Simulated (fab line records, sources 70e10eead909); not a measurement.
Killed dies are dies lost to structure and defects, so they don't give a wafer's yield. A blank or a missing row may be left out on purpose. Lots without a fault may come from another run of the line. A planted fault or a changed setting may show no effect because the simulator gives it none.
Tool commonality check | flow nand_harc | 11 lots, 33 wafers sampled

WHY IT WAS OPENED
At NHARC_P_GATE_CD_MEAS_26 the reading cd_nm is flagged on 1 of 11 lots. Wafers without a fault read 120.3 nm, standard deviation 0.59.
Rule: a lot is flagged when every wafer of it that has a number lies more than 4 standard deviations from that mean, or none has a number. The other lots count as sound.

lot  | measured     | on        | cd_nm (nm), wafer by wafer | flag
L745 | day 5 21:53  | cd_sem-03 | 120.0 120.8 120.0          |
L746 | day 6 06:00  | cd_sem-01 | 120.1 120.3 121.4          |
L749 | day 7 20:49  | cd_sem-01 | 120.0 120.2 120.7          |
L751 | day 8 07:01  | cd_sem-02 | 113.1 113.7 113.2          | FLAGGED
L757 | day 11 06:33 | cd_sem-01 | 119.6 119.7 120.5          |
L760 | day 12 04:28 | cd_sem-02 | 119.9 120.1 119.4          |
L761 | day 12 12:26 | cd_sem-02 | 119.8 120.3 120.1          |
L762 | day 13 13:25 | cd_sem-03 | 120.2 119.9 120.0          |
L763 | day 13 13:34 | cd_sem-01 | 121.5 121.7 121.4          |
L764 | day 13 19:44 | cd_sem-02 | 120.8 119.8 120.5          |
L766 | day 14 22:20 | cd_sem-02 | 118.8 120.6 119.3          |
The numbers of the flagged lots are 113.3 nm on average: -7.0 nm against the usual, or -12 standard deviations.

WHICH TOOL RAN EACH LOT
The record holds 3 process steps before the reading, out of a route of 1302 steps. In each cell: the tool, then ch and the chambers that the sampled wafers went through, then the start.
lot  | flag    | NHARC_P_ZERO_WELL_DESCUM_54        | NHARC_P_GATE_DEP_103            | NHARC_P_GATE_EXPOSE_23
L745 |         | rie_diel-11 ch 0,1,3, day 2 21:55  | pecvd-02 ch 0,1,2, day 5 21:20  | arfi_scanner-03 ch 0, day 5 21:44
L746 |         | rie_diel-13 ch 0,2,3, day 3 07:40  | pecvd-03 ch 0,1,2, day 6 05:21  | arfi_scanner-01 ch 0, day 6 05:52
L749 |         | rie_diel-08 ch 0,2, day 4 14:35    | pecvd-03 ch 0,1,2, day 7 20:09  | arfi_scanner-02 ch 0, day 7 20:40
L751 | FLAGGED | rie_diel-13 ch 0,2,3, day 5 10:22  | pecvd-02 ch 0,1, day 8 06:26    | arfi_scanner-02 ch 0, day 8 06:52
L757 |         | rie_diel-11 ch 0,3, day 7 21:59    | pecvd-03 ch 1,2, day 11 05:52   | arfi_scanner-01 ch 0, day 11 06:25
L760 |         | rie_diel-11 ch 0,1, day 9 03:37    | pecvd-02 ch 0,2, day 12 03:59   | arfi_scanner-01 ch 0, day 12 04:20
L761 |         | rie_diel-08 ch 0,2,3, day 9 13:58  | pecvd-01 ch 0,2, day 12 11:46   | arfi_scanner-02 ch 0, day 12 12:18
L762 |         | rie_diel-11 ch 0,1,3, day 9 23:48  | pecvd-02 ch 0,1, day 13 12:47   | arfi_scanner-01 ch 0, day 13 13:16
L763 |         | rie_diel-08 ch 0,1,3, day 10 10:26 | pecvd-01 ch 0,1, day 13 12:50   | arfi_scanner-02 ch 0, day 13 13:25
L764 |         | rie_diel-11 ch 0,2,3, day 10 20:26 | pecvd-03 ch 0,1, day 13 19:04   | arfi_scanner-03 ch 0, day 13 19:36
L766 |         | rie_diel-13 ch 0,1,2, day 11 16:12 | pecvd-03 ch 0,1,2, day 14 21:49 | arfi_scanner-03 ch 0, day 14 22:12
What these steps do:
- NHARC_P_ZERO_WELL_DESCUM_54: chemistry O2, time 3 s.
- NHARC_P_GATE_DEP_103: deposits SiON, target thk 30 nm.
- NHARC_P_GATE_EXPOSE_23: exposes mask P GATE, target cd 120 nm.
- NHARC_P_GATE_CD_MEAS_26: target cd 120 nm.

FLAGGED OVER TOTAL, TOOL BY TOOL (the gauges that took the reading come last)
step                        | tool            | lots run | flagged | share of the flagged lots | sound lots run after its first flagged lot
NHARC_P_ZERO_WELL_DESCUM_54 | rie_diel-08     | 3        | 0       | none                      | -
NHARC_P_ZERO_WELL_DESCUM_54 | rie_diel-11     | 5        | 0       | none                      | -
NHARC_P_ZERO_WELL_DESCUM_54 | rie_diel-13     | 3        | 1       | all                       | 1 (L766)
NHARC_P_GATE_DEP_103        | pecvd-01        | 2        | 0       | none                      | -
NHARC_P_GATE_DEP_103        | pecvd-02        | 4        | 1       | all                       | 2 (L760,L762)
NHARC_P_GATE_DEP_103        | pecvd-03        | 5        | 0       | none                      | -
NHARC_P_GATE_EXPOSE_23      | arfi_scanner-01 | 4        | 0       | none                      | -
NHARC_P_GATE_EXPOSE_23      | arfi_scanner-02 | 4        | 1       | all                       | 2 (L761,L763)
NHARC_P_GATE_EXPOSE_23      | arfi_scanner-03 | 3        | 0       | none                      | -
NHARC_P_GATE_CD_MEAS_26     | cd_sem-01       | 4        | 0       | none                      | -
NHARC_P_GATE_CD_MEAS_26     | cd_sem-02       | 5        | 1       | all                       | 4 (L760,L761,L764,L766)
NHARC_P_GATE_CD_MEAS_26     | cd_sem-03       | 2        | 0       | none                      | -

WHAT THE TABLE ALLOWS
4 rows of the table ran every flagged lot: rie_diel-13 at NHARC_P_ZERO_WELL_DESCUM_54, pecvd-02 at NHARC_P_GATE_DEP_103, arfi_scanner-02 at NHARC_P_GATE_EXPOSE_23, cd_sem-02 at NHARC_P_GATE_CD_MEAS_26.
- rie_diel-13 at NHARC_P_ZERO_WELL_DESCUM_54: 1 of its 3 lots flagged. Sound lots ran on it after the first flagged one (L766), which a lasting fault on the whole tool wouldn't allow.
- pecvd-02 at NHARC_P_GATE_DEP_103: 1 of its 4 lots flagged. Sound lots ran on it after the first flagged one (L760, L762), which a lasting fault on the whole tool wouldn't allow.
- arfi_scanner-02 at NHARC_P_GATE_EXPOSE_23: 1 of its 4 lots flagged. Sound lots ran on it after the first flagged one (L761, L763), which a lasting fault on the whole tool wouldn't allow.
- cd_sem-02 at NHARC_P_GATE_CD_MEAS_26: 1 of its 5 lots flagged. Sound lots ran on it after the first flagged one (L760, L761, L764, L766), which a lasting fault on the whole tool wouldn't allow.
No row of the table ran every flagged lot and no sound lot after the first.

WHAT THE SIMULATOR HAD PUT IN
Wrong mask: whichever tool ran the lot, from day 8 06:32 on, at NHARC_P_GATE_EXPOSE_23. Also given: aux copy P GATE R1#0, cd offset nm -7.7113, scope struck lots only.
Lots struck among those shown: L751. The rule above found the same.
